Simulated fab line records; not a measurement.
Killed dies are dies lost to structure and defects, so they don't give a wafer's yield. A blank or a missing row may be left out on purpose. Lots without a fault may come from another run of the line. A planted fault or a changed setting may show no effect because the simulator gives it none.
fab line records    flow nand-harc
record: lots: 24  wafers: 72  last-day: 34
route steps=1302 shown A_BLC@1132 A_M0@1158 A_M1@1196 A_BONDPAD@1203
lots untouched by any fault: they come from a run of this same line in which no faults occurred
start-h: start of the lot's first displayed wafer, in hours after the record's first day    wait-h: how many hours have passed since the lot's step before this one    " same as the row above    L1.1+2: a single row standing in for several wafers    - value missing, or start not given    * or withheld: withheld    < > ~ a bound
route shown NAME@n: NAME is a module with steps in the file, n the number in the route of the first one    usual: mean/standard deviation of fault-free wafers    same: alike in all rows    chamber/n: place in a boat    sites: readings site by site    _std_site: standard deviation across them    _edge_site: the outer-site mean with the inner-site mean subtracted    radius-mm: how far each site lies from the wafer's centre    mask NAME#n: copy n    behind: the tool/chamber that last shaped the wafer    hold: cause of the lot's hold/its duration in hours/its outcome    device: the n, p or np transistor that did not switch    end of line: tests of these same wafers at the route's end    a step without rows: its recipe alone    killed: at the first sort, the dies lost to defects and structure; wafer yield is something else    map: shows each die of a wafer: x if killed, . if not, _ if none is there
set.NAME: the setting the step ran with; set.NAME@STEP: the setting that earlier step ran with    model.NAME: the simulator's own value behind a step, which no gauge read
the route's steps for a sample of lots (tables are steps, rows are wafers)
services: from which hour (start-h, from the record's first day; less than 0 if before it) a tool's chamber was out of use, for how many hours, and why
== steps ==
step: NHARC_A_BLC_CVD_24
recipe: target-thk-a: 1500  temp-c: 300  pressure-torr: 40  wf6-flow-sccm: 40  h2-flow-sccm: 1600  ar-flow-sccm: 1560  time-s: 434  material: W
usual: heater-power-w: 465/31  mfc-ar-sccm: 1560/4.6  throttle-valve-pct: 8.03/0.24
lot.wafer  tool      chamber  start-h  wait-h  heater-power-w  mfc-ar-sccm  throttle-valve-pct
L076.4     cvd-w-01  1        -        -       551             1559         7.90
L076.6     "         1        "        "       545             1551         7.91
L076.5     "         0        "        "       454             1563         8.28
L074.1     cvd-w-02  0        -        -       428             1569         7.55
L074.2     "         1        "        "       497             1563         8.17
L074.4     "         0        "        "       439             1566         7.68
L075.3     cvd-w-02  1        -        -       496             1565         8.21
L075.5     "         1        "        "       485             1562         8.13
L075.6     "         0        "        "       442             1555         7.83
L077.1     cvd-w-02  0        -        -       445             1562         7.48
L077.2     "         1        "        "       485             1556         8.36
L077.3     "         0        "        "       442             1564         7.51
L078.2     cvd-w-01  1        -        -       495             1560         7.97
L078.1     "         0        "        "       435             1562         7.88
L078.4     "         1        "        "       508             1553         8.00
L079.2     cvd-w-02  0        -        -       432             1557         7.76
L079.5     "         0        "        "       440             1567         7.57
L079.6     "         1        "        "       493             1562         8.29
L080.3     cvd-w-01  1        -        -       500             1555         8.28
L080.4     "         0        "        "       431             1557         7.81
L080.5     "         1        "        "       499             1556         7.99
L081.1     cvd-w-02  1        -        -       498             1565         8.17
L081.3     "         1        "        "       499             1559         8.05
L081.5     "         0        "        "       446             1562         7.73
L082.1     cvd-w-01  1        -        -       505             1561         8.27
L082.4     "         0        "        "       427             1561         8.17
L082.5     "         0        "        "       437             1565         8.13
L083.2     cvd-w-02  0        -        -       442             1559         7.72
L083.4     "         1        "        "       498             1560         8.33
L083.3     "         0        "        "       444             1558         7.58
L084.2     cvd-w-01  1        -        -       502             1556         7.90
L084.5     "         0        "        "       445             1562         8.00
L084.6     "         1        "        "       498             1560         8.36
L086.2     cvd-w-01  0        -        -       435             1553         8.21
L086.1     "         1        "        "       486             1557         8.36
L086.5     "         1        "        "       508             1559         8.05
L085.2     cvd-w-02  1        -        -       450             1558         8.04
L085.1     "         0        "        "       447             1552         7.53
L085.4     "         1        "        "       456             1558         8.28
L087.1     cvd-w-02  0        -        -       439             1555         8.01
L087.4     "         0        "        "       442             1561         7.97
L087.6     "         1        "        "       451             1560         8.18
L089.3     cvd-w-01  1        -        -       497             1557         7.92
L089.4     "         0        "        "       432             1566         8.14
L089.6     "         0        "        "       433             1564         8.12
L088.4     cvd-w-02  1        -        -       459             1565         7.92
L088.5     "         0        "        "       438             1563         7.88
L088.6     "         1        "        "       459             1554         8.03
L091.1     cvd-w-02  1        -        -       455             1560         8.13
L091.2     "         0        "        "       435             1556         7.69
L091.3     "         1        "        "       458             1558         8.15
L090.1     cvd-w-01  0        -        -       435             1555         8.20
L090.2     "         1        "        "       504             1568         7.98
L090.6     "         1        "        "       506             1559         8.01
L092.1     cvd-w-01  0        -        -       433             1550         8.13
L092.4     "         1        "        "       505             1563         8.29
L092.5     "         1        "        "       502             1557         7.83
L094.2     cvd-w-02  1        -        -       444             1565         8.06
L094.3     "         1        "        "       451             1559         8.39
L094.5     "         1        "        "       465             1573         8.48
L093.2     cvd-w-02  1        -        -       461             1567         8.34
L093.3     "         1        "        "       463             1562         8.05
L093.4     "         1        "        "       455             1563         8.22
L096.2     cvd-w-02  1        -        -       454             1564         8.24
L096.4     "         0        "        "       456             1560         7.47
L096.5     "         0        "        "       444             1550         7.99
L095.1     cvd-w-01  1        -        -       540             1551         8.18
L095.3     "         0        "        "       451             1550         7.92
L095.6     "         0        "        "       442             1558         7.87
L097.1     cvd-w-02  0        -        -       452             1561         8.11
L097.3     "         1        "        "       453             1554         8.25
L097.4     "         0        "        "       449             1557         8.10
step: NHARC_A_M0_PVD_20
recipe: target-thk-a: 50  bias-v: 168.6  power-w: 15000  chamber-pressure-pa: 0.12  time-s: 8.06  substrate-temp-c: 50  material: TaN
usual: throttle-valve-pct: 30.2/1.1
lot.wafer  tool            chamber  start-h  wait-h  throttle-valve-pct
L076.4     pvd-sputter-03  -        -        -       30.1
L076.6     "               -        "        "       28.9
L076.5     "               -        "        "       30.0
L074.1     pvd-sputter-03  -        -        -       28.7
L074.4     "               -        "        "       30.1
L074.2     "               -        "        "       30.3
L075.3     pvd-sputter-03  -        -        -       30.2
L075.6     "               -        "        "       30.2
L075.5     "               -        "        "       28.6
L077.1     pvd-sputter-01  -        -        -       31.2
L077.3     "               -        "        "       30.0
L077.2     "               -        "        "       30.7
L078.1     pvd-sputter-01  -        -        -       30.1
L078.2     "               -        "        "       31.4
L078.4     "               -        "        "       30.5
L079.2     pvd-sputter-01  -        -        -       30.0
L079.5     "               -        "        "       31.0
L079.6     "               -        "        "       30.2
L080.3     pvd-sputter-03  -        -        -       30.2
L080.4     "               -        "        "       28.7
L080.5     "               -        "        "       28.9
L081.3     pvd-sputter-02  -        -        -       30.3
L081.1     "               -        "        "       29.4
L081.5     "               -        "        "       30.6
L082.1     pvd-sputter-01  -        -        -       30.2
L082.4     "               -        "        "       31.4
L082.5     "               -        "        "       32.4
L083.4     pvd-sputter-02  -        -        -       30.3
L083.2     "               -        "        "       30.4
L083.3     "               -        "        "       30.6
L084.2     pvd-sputter-02  -        -        -       29.3
L084.5     "               -        "        "       30.4
L084.6     "               -        "        "       30.8
L086.2     pvd-sputter-03  -        -        -       28.8
L086.1     "               -        "        "       29.9
L086.5     "               -        "        "       29.9
L085.1     pvd-sputter-03  -        -        -       28.4
L085.2     "               -        "        "       29.8
L085.4     "               -        "        "       30.2
L087.4     pvd-sputter-01  -        -        -       32.7
L087.1     "               -        "        "       30.0
L087.6     "               -        "        "       29.8
L089.4     pvd-sputter-01  -        -        -       32.8
L089.3     "               -        "        "       29.9
L089.6     "               -        "        "       32.4
L088.4     pvd-sputter-02  -        -        -       29.7
L088.5     "               -        "        "       31.8
L088.6     "               -        "        "       30.3
L091.2     pvd-sputter-03  -        -        -       28.9
L091.1     "               -        "        "       30.1
L091.3     "               -        "        "       28.8
L090.2     pvd-sputter-03  -        -        -       30.1
L090.1     "               -        "        "       28.7
L090.6     "               -        "        "       30.0
L092.1     pvd-sputter-01  -        -        -       32.5
L092.4     "               -        "        "       31.2
L092.5     "               -        "        "       32.7
L094.2     pvd-sputter-02  -        -        -       31.4
L094.3     "               -        "        "       29.5
L094.5     "               -        "        "       29.6
L093.3     pvd-sputter-02  -        -        -       31.2
L093.4     "               -        "        "       32.0
L093.2     "               -        "        "       30.6
L096.4     pvd-sputter-01  -        -        -       29.8
L096.2     "               -        "        "       32.8
L096.5     "               -        "        "       30.3
L095.1     pvd-sputter-03  -        -        -       30.3
L095.3     "               -        "        "       29.3
L095.6     "               -        "        "       28.6
L097.4     pvd-sputter-02  -        -        -       31.4
L097.3     "               -        "        "       31.7
L097.1     "               -        "        "       30.2
step: NHARC_A_M1_THK_MEAS_24
recipe: thk-meas-gauge: xrf
usual: thk-nm: 154.3/1.4
lot.wafer  tool           chamber  start-h  wait-h  thk-nm
L076.4     film-metro-01  -        544.52   -       154.1
L076.5     "              -        "        "       155.0
L076.6     "              -        "        "       155.0
L074.1     film-metro-02  -        545.30   -       152.6
L074.2     "              -        "        "       154.8
L074.4     "              -        "        "       154.1
L075.3     film-metro-01  -        548.31   -       155.1
L075.5     "              -        "        "       152.8
L075.6     "              -        "        "       153.6
L077.1     film-metro-01  -        554.93   -       154.7
L077.2     "              -        "        "       154.1
L077.3     "              -        "        "       154.9
L078.1     film-metro-02  -        580.69   -       154.8
L078.2     "              -        "        "       154.6
L078.4     "              -        "        "       156.8
L079.2     film-metro-01  -        583.30   -       153.9
L079.5     "              -        "        "       154.3
L079.6     "              -        "        "       156.0
L080.3     film-metro-02  -        606.03   -       154.6
L080.4     "              -        "        "       152.0
L080.5     "              -        "        "       153.5
L081.1     film-metro-02  -        624.97   -       154.4
L081.3     "              -        "        "       154.8
L081.5     "              -        "        "       154.5
L082.1     film-metro-01  -        630.74   -       153.2
L082.4     "              -        "        "       156.2
L082.5     "              -        "        "       154.8
L083.2     film-metro-02  -        631.57   -       154.2
L083.3     "              -        "        "       156.2
L083.4     "              -        "        "       153.3
L084.2     film-metro-02  -        642.35   -       153.0
L084.5     "              -        "        "       155.5
L084.6     "              -        "        "       154.5
L086.1     film-metro-01  -        648.05   -       155.0
L086.2     "              -        "        "       153.6
L086.5     "              -        "        "       156.6
L085.1     film-metro-02  -        652.67   -       152.1
L085.2     "              -        "        "       153.5
L085.4     "              -        "        "       150.3
L087.1     film-metro-02  -        653.43   -       153.8
L087.4     "              -        "        "       155.5
L087.6     "              -        "        "       153.4
L089.3     film-metro-01  -        680.08   -       152.9
L089.4     "              -        "        "       152.6
L089.6     "              -        "        "       151.8
L088.4     film-metro-01  -        681.88   -       154.7
L088.5     "              -        "        "       155.2
L088.6     "              -        "        "       154.5
L091.1     film-metro-02  -        701.03   -       154.6
L091.2     "              -        "        "       152.7
L091.3     "              -        "        "       153.5
L090.1     film-metro-01  -        703.34   -       152.5
L090.2     "              -        "        "       154.8
L090.6     "              -        "        "       154.4
L092.1     film-metro-02  -        717.77   -       152.0
L092.4     "              -        "        "       154.4
L092.5     "              -        "        "       153.6
L094.2     film-metro-01  -        734.30   -       154.9
L094.3     "              -        "        "       152.6
L094.5     "              -        "        "       156.6
L093.2     film-metro-01  -        744.33   -       154.2
L093.3     "              -        "        "       154.7
L093.4     "              -        "        "       154.6
L096.2     film-metro-01  -        747.59   -       154.3
L096.4     "              -        "        "       154.1
L096.5     "              -        "        "       154.4
L095.1     film-metro-02  -        749.73   -       153.1
L095.3     "              -        "        "       155.5
L095.6     "              -        "        "       152.4
L097.1     film-metro-01  -        772.34   -       150.0
L097.3     "              -        "        "       153.5
L097.4     "              -        "        "       154.6
step: NHARC_A_BONDPAD_CMP_29
recipe: target-thk-nm: 200  material: SiCN
usual: motor-current-A: 12.2/1.1  retaining-ring-pressure-frac: 1.001/0.0048
lot.wafer  tool    chamber  start-h  wait-h  motor-current-A  retaining-ring-pressure-frac
L076.4     cmp-04  3        545.81   -       12.1             1.004
L076.6     "       2        "        "       13.9             0.997
L076.5     "       3        "        "       11.3             1.006
L074.4     cmp-04  1        546.60   -       12.9             0.994
L074.1     "       2        "        "       14.1             1.002
L074.2     "       3        "        "       12.1             1.001
L075.3     cmp-04  2        549.75   -       13.9             1.009
L075.5     "       1        "        "       13.0             1.002
L075.6     "       2        "        "       13.9             1.013
L077.2     cmp-01  0        556.20   -       11.9             1.001
L077.1     "       1        "        "       9.6              0.996
L077.3     "       2        "        "       10.7             1.006
L078.4     cmp-03  1        581.95   -       13.5             1.006
L078.2     "       2        "        "       13.4             0.998
L078.1     "       3        "        "       11.2             1.000
L079.2     cmp-03  2        584.56   -       13.4             0.999
L079.5     "       2        "        "       13.4             0.995
L079.6     "       3        "        "       10.8             0.996
L080.3     cmp-03  3        607.28   -       11.1             0.998
L080.4     "       2        "        "       13.2             1.001
L080.5     "       3        "        "       10.6             1.003
L081.1     cmp-01  0        626.27   -       11.8             1.004
L081.3     "       3        "        "       11.7             0.999
L081.5     "       0        "        "       11.6             1.004
L082.4     cmp-04  3        632.03   -       11.4             0.996
L082.1     "       0        "        "       12.4             1.005
L082.5     "       3        "        "       11.5             0.992
L083.3     cmp-03  1        632.83   -       12.7             1.001
L083.4     "       2        "        "       13.1             1.003
L083.2     "       3        "        "       11.5             1.002
L084.2     cmp-04  2        643.61   -       13.6             0.996
L084.5     "       2        "        "       13.7             0.989
L084.6     "       3        "        "       11.8             1.002
L086.1     cmp-01  2        649.31   -       11.0             1.005
L086.2     "       3        "        "       12.0             1.007
L086.5     "       2        "        "       10.5             0.999
L085.4     cmp-04  2        653.93   -       13.6             1.006
L085.1     "       3        "        "       11.7             1.013
L085.2     "       0        "        "       12.0             1.001
L087.4     cmp-04  0        654.70   -       12.0             0.999
L087.1     "       3        "        "       12.3             0.995
L087.6     "       1        "        "       13.4             0.993
L089.4     cmp-01  1        681.36   -       10.4             0.994
L089.3     "       2        "        "       10.8             0.992
L089.6     "       1        "        "       10.3             0.986
L088.4     cmp-01  2        683.16   -       10.9             1.006
L088.6     "       1        "        "       10.9             1.002
L088.5     "       2        "        "       11.5             1.001
L091.3     cmp-03  3        702.30   -       11.8             1.001
L091.1     "       0        "        "       11.6             1.004
L091.2     "       1        "        "       13.5             1.000
L090.1     cmp-03  2        704.63   -       12.9             0.987
L090.2     "       0        "        "       11.2             1.007
L090.6     "       1        "        "       13.0             1.000
L092.4     cmp-01  2        719.03   -       11.0             1.004
L092.1     "       1        "        "       10.4             1.002
L092.5     "       2        "        "       10.7             1.000
L094.3     cmp-04  0        735.62   -       11.6             1.002
L094.2     "       1        "        "       13.2             1.007
L094.5     "       3        "        "       11.6             1.007
L093.4     cmp-03  3        745.72   0.3     11.3             0.997
L093.3     "       1        "        "       13.2             0.998
L093.2     "       2        "        "       13.4             0.997
L096.2     cmp-04  2        748.87   -       14.4             1.002
L096.4     "       0        "        "       11.0             0.999
L096.5     "       3        "        "       11.9             0.996
L095.1     cmp-04  0        751.00   -       12.0             1.006
L095.3     "       2        "        "       14.2             0.999
L095.6     "       1        "        "       13.0             1.007
L097.1     cmp-03  1        773.61   -       12.9             0.999
L097.4     "       3        "        "       11.8             1.005
L097.3     "       0        "        "       11.8             0.996
step: NHARC_A_BONDPAD_CD_MEAS_09
recipe: target-cd-nm: 500  landing-energy-ev: 500
usual: cd-nm: 500.0/1.6
lot.wafer  tool       chamber  start-h  wait-h  cd-nm
L076.4     cd-sem-01  0        546.48   -       500.3
L076.5     "          0        "        "       500.1
L076.6     "          0        "        "       498.2
L074.1     cd-sem-02  0        547.39   -       498.0
L074.2     "          0        "        "       500.4
L074.4     "          0        "        "       500.9
L075.3     cd-sem-02  0        550.55   -       498.8
L075.5     "          0        "        "       499.2
L075.6     "          0        "        "       497.3
L077.1     cd-sem-03  0        556.89   -       499.0
L077.2     "          0        "        "       500.6
L077.3     "          0        "        "       500.6
L078.1     cd-sem-01  0        582.64   -       501.7
L078.2     "          0        "        "       497.9
L078.4     "          0        "        "       498.6
L079.2     cd-sem-02  0        585.25   -       502.2
L079.5     "          0        "        "       499.6
L079.6     "          0        "        "       501.7
L080.3     cd-sem-02  0        608.10   -       502.5
L080.4     "          0        "        "       500.6
L080.5     "          0        "        "       502.4
L081.1     cd-sem-01  0        627.09   -       497.6
L081.3     "          0        "        "       497.2
L081.5     "          0        "        "       498.3
L082.1     cd-sem-03  0        632.70   -       497.9
L082.4     "          0        "        "       497.2
L082.5     "          0        "        "       499.7
L083.2     cd-sem-01  0        633.66   -       501.0
L083.3     "          0        "        "       502.0
L083.4     "          0        "        "       500.5
L084.2     cd-sem-01  0        644.30   -       499.6
L084.5     "          0        "        "       500.4
L084.6     "          0        "        "       499.0
L086.1     cd-sem-01  0        650.01   -       499.4
L086.2     "          0        "        "       501.8
L086.5     "          0        "        "       503.0
L085.1     cd-sem-02  0        654.63   -       500.3
L085.2     "          0        "        "       500.0
L085.4     "          0        "        "       502.4
L087.1     cd-sem-02  0        655.51   -       496.4
L087.4     "          0        "        "       499.5
L087.6     "          0        "        "       495.7
L089.3     cd-sem-02  0        682.15   -       501.0
L089.4     "          0        "        "       501.1
L089.6     "          0        "        "       501.0
L088.4     cd-sem-01  0        683.95   -       500.7
L088.5     "          0        "        "       500.6
L088.6     "          0        "        "       498.4
L091.1     cd-sem-03  0        703.14   -       499.8
L091.2     "          0        "        "       499.8
L091.3     "          0        "        "       498.0
L090.1     cd-sem-01  0        705.30   -       498.5
L090.2     "          0        "        "       501.9
L090.6     "          0        "        "       499.3
L092.1     cd-sem-01  0        719.85   -       499.4
L092.4     "          0        "        "       499.3
L092.5     "          0        "        "       499.6
L094.2     cd-sem-03  0        736.39   -       500.1
L094.3     "          0        "        "       497.8
L094.5     "          0        "        "       499.7
L093.2     cd-sem-02  0        746.54   -       500.8
L093.3     "          0        "        "       500.2
L093.4     "          0        "        "       499.8
L096.2     cd-sem-02  0        749.68   -       500.2
L096.4     "          0        "        "       501.2
L096.5     "          0        "        "       497.6
L095.1     cd-sem-02  0        751.69   -       499.5
L095.3     "          0        "        "       499.8
L095.6     "          0        "        "       503.1
L097.1     cd-sem-02  0        774.44   -       498.5
L097.3     "          0        "        "       500.3
L097.4     "          0        "        "       498.4
step: NHARC_A_BONDPAD_STRIP_15
recipe: o2-flow-sccm: 500  ar-flow-sccm: 0  bias-w: 0  chemistry: O2
usual: drypump-motor-current-A: 5.6/0.34  mfc-ar-sccm: 0.012/0.015  oes-product-au: 1.002/0.0084  rf-vpp-V: 57.8/0.94  showerhead-plenum-p-Torr: 3.57/0.13  throttle-valve-pct: 17.037/0.0093
lot.wafer  tool         chamber  start-h  wait-h  drypump-motor-current-A  mfc-ar-sccm  oes-product-au  rf-hours-counter-h  rf-vpp-V  showerhead-plenum-p-Torr  throttle-valve-pct
L076.4     rie-diel-02  3        547.08   0.1     5.2                      0            0.995           50                  57.2      3.42                      17.052
L076.5     "            3        "        "       5.2                      0            1.003           -                   57.1      3.42                      17.037
L076.6     "            0        "        "       5.2                      0            1.001           -                   57.2      3.53                      17.036
L074.4     rie-diel-05  1        547.99   0.1     5.2                      0            0.999           4                   56.7      3.64                      17.034
L074.1     "            2        "        "       5.4                      0.014        0.995           4                   59.9      3.77                      17.054
L074.2     "            0        "        "       5.5                      0.038        1.009           4                   58.8      3.66                      17.034
L075.3     rie-diel-05  3        551.15   0.1     6.0                      0            1.002           4                   59.0      3.49                      17.037
L075.5     "            3        "        "       5.9                      0            1.013           -                   57.3      3.50                      17.038
L075.6     "            0        "        "       5.5                      0.038        1.014           -                   56.8      3.66                      17.043
L077.1     rie-diel-05  0        557.50   0.1     5.4                      0.038        1.011           4                   58.7      3.66                      17.020
L077.3     "            1        "        "       5.2                      0            1.006           5                   57.6      3.64                      17.044
L077.2     "            2        "        "       5.4                      0.014        1.006           4                   57.6      3.77                      17.039
L078.1     rie-diel-08  0        583.25   0.1     5.9                      0            1.002           6                   58.0      3.43                      17.049
L078.4     "            2        "        "       6.0                      0            1.002           5                   57.4      3.46                      17.024
L078.2     "            3        "        "       6.2                      0.015        1.000           6                   57.5      3.40                      17.033
L079.2     rie-diel-08  2        585.85   0.1     6.0                      0            1.009           5                   57.1      3.46                      17.026
L079.6     "            2        "        "       6.0                      0            0.996           -                   56.8      3.46                      17.044
L079.5     "            3        "        "       6.2                      0.015        0.999           -                   57.2      3.40                      17.048
L080.3     rie-diel-05  0        608.70   0.1     5.5                      0.038        1.012           1                   59.6      3.66                      17.037
L080.4     "            2        "        "       5.4                      0.014        1.003           1                   58.2      3.77                      17.045
L080.5     "            0        "        "       5.5                      0.038        1.020           -                   57.2      3.66                      17.029
L081.3     rie-diel-05  3        627.69   0.1     6.0                      0            1.001           1                   58.4      3.49                      17.056
L081.1     "            2        "        "       5.4                      0.014        0.998           1                   58.6      3.77                      17.037
L081.5     "            3        "        "       6.0                      0            0.987           -                   58.2      3.49                      17.036
L082.1     rie-diel-02  2        633.35   0.1     4.9                      0            0.998           23                  58.5      3.47                      17.044
L082.4     "            0        "        "       5.3                      0            0.998           28                  57.5      3.52                      17.045
L082.5     "            3        "        "       5.2                      0            0.995           -                   57.0      3.40                      17.045
L083.3     rie-diel-05  3        634.26   0.1     5.9                      0            1.011           1                   57.7      3.49                      17.038
L083.2     "            1        "        "       5.2                      0            1.002           1                   57.7      3.64                      17.042
L083.4     "            1        "        "       5.2                      0            1.009           -                   55.0      3.63                      17.020
L084.2     rie-diel-05  0        644.93   0.1     5.5                      0.038        1.022           1                   57.4      3.66                      17.037
L084.5     "            2        "        "       5.4                      0.014        0.993           -                   58.3      3.77                      17.026
L084.6     "            3        "        "       5.9                      0            0.989           -                   57.3      3.49                      17.046
L086.1     rie-diel-08  1        650.64   0.1     5.8                      0.040        0.994           18                  56.8      3.42                      17.036
L086.2     "            2        "        "       6.0                      0            0.998           22                  57.4      3.45                      17.033
L086.5     "            0        "        "       5.9                      0            1.003           -                   57.1      3.42                      17.035
L085.2     rie-diel-05  1        655.25   0.1     5.2                      0            0.998           2                   59.3      3.63                      17.031
L085.4     "            2        "        "       5.5                      0.014        1.002           2                   59.1      3.77                      17.043
L085.1     "            3        "        "       5.9                      0            0.996           2                   56.9      3.49                      17.017
L087.1     rie-diel-08  2        656.12   0.1     6.0                      0            1.000           23                  57.1      3.45                      17.053
L087.4     "            3        "        "       6.2                      0.015        1.011           23                  56.9      3.39                      17.032
L087.6     "            3        "        "       6.2                      0.015        1.000           -                   56.5      3.39                      17.036
L089.3     rie-diel-05  2        682.77   0.1     5.4                      0.014        1.007           3                   58.6      3.77                      17.028
L089.4     "            0        "        "       5.5                      0.038        1.020           2                   58.5      3.66                      17.042
L089.6     "            1        "        "       5.2                      0            0.995           -                   57.1      3.63                      17.053
L088.4     rie-diel-05  1        684.55   0.1     5.2                      0            0.997           2                   59.7      3.63                      17.047
L088.6     "            1        "        "       5.2                      0            0.996           -                   58.4      3.63                      17.050
L088.5     "            2        "        "       5.5                      0.014        0.990           -                   57.6      3.77                      17.044
L091.2     rie-diel-05  2        703.77   0.1     5.4                      0.014        0.994           3                   58.0      3.77                      17.025
L091.3     "            3        "        "       5.9                      0            0.996           3                   59.9      3.49                      17.052
L091.1     "            0        "        "       5.5                      0.038        1.013           3                   59.1      3.66                      17.037
L090.2     rie-diel-05  2        705.90   0.1     5.5                      0.014        1.006           3                   58.3      3.77                      17.032
L090.1     "            1        "        "       5.2                      0            1.005           3                   58.9      3.63                      17.038
L090.6     "            2        "        "       5.5                      0.014        1.005           -                   58.4      3.77                      17.022
L092.1     rie-diel-08  2        720.48   0.1     6.0                      0            1.008           32                  57.5      3.44                      17.058
L092.4     "            0        "        "       5.9                      0            1.002           32                  55.7      3.41                      17.039
L092.5     "            2        "        "       6.0                      0            0.998           -                   57.7      3.44                      17.038
L094.2     rie-diel-08  1        737.00   0.1     5.8                      0.040        1.004           2                   57.3      3.41                      17.040
L094.3     "            3        "        "       6.1                      0.015        1.005           2                   56.6      3.39                      17.029
L094.5     "            1        "        "       5.9                      0.040        0.998           -                   56.1      3.41                      17.031
L093.3     rie-diel-05  2        747.15   0.1     5.4                      0.014        0.998           5                   57.5      3.77                      17.037
L093.4     "            3        "        "       6.0                      0            0.994           5                   58.2      3.49                      17.033
L093.2     "            1        "        "       5.2                      0            0.996           4                   58.3      3.63                      17.064
L096.4     rie-diel-08  3        750.28   0.1     6.2                      0.015        1.011           3                   58.9      3.39                      17.025
L096.2     "            2        "        "       6.0                      0            1.008           5                   57.0      3.44                      17.051
L096.5     "            0        "        "       5.9                      0            1.010           -                   56.6      3.41                      17.048
L095.1     rie-diel-05  1        752.33   0.1     5.2                      0            0.987           4                   56.7      3.63                      17.057
L095.3     "            2        "        "       5.4                      0.014        0.986           5                   60.0      3.77                      17.042
L095.6     "            3        "        "       5.9                      0            0.997           -                   58.3      3.49                      17.007
L097.4     rie-diel-05  0        775.05   0.1     5.5                      0.038        1.001           0                   58.1      3.66                      17.023
L097.3     "            1        "        "       5.2                      0            1.005           0                   58.1      3.63                      17.026
L097.1     "            3        "        "       6.0                      0            1.003           0                   58.5      3.49                      17.037
== services ==
tool            chamber  start-h  hours  kind
cmp-04          -        514.40   0.7    repair
pvd-sputter-03  -        523.20   2.8    repair
pvd-sputter-03  -        526.00   10.0   pm
cmp-03          -        530.11   0.7    repair
cvd-w-01        -        545.88   0.7    repair
cvd-w-01        -        547.00   13.0   pm
cvd-w-02        0        549.21   14.5   repair
cmp-03          -        555.29   4.0    pm
pvd-sputter-01  -        582.04   10.0   pm
rie-diel-05     -        583.72   9.0    pm
cmp-04          -        604.00   4.0    pm
rie-diel-05     0        626.57   11.1   repair
cvd-w-02        -        631.00   13.0   pm
cmp-04          -        632.85   1.8    repair
cvd-w-01        1        667.66   1.5    repair
cmp-04          -        702.00   4.0    pm
pvd-sputter-03  -        704.00   10.0   pm
cvd-w-02        0        720.09   18.6   repair
rie-diel-05     1        723.03   17.0   repair
cvd-w-01        -        728.00   13.0   pm
cvd-w-02        0        745.79   2.6    repair
cmp-04          -        747.55   0.4    repair
cvd-w-02        0        754.26   3.4    repair
rie-diel-05     -        760.72   9.0    pm
== key ==
fault none
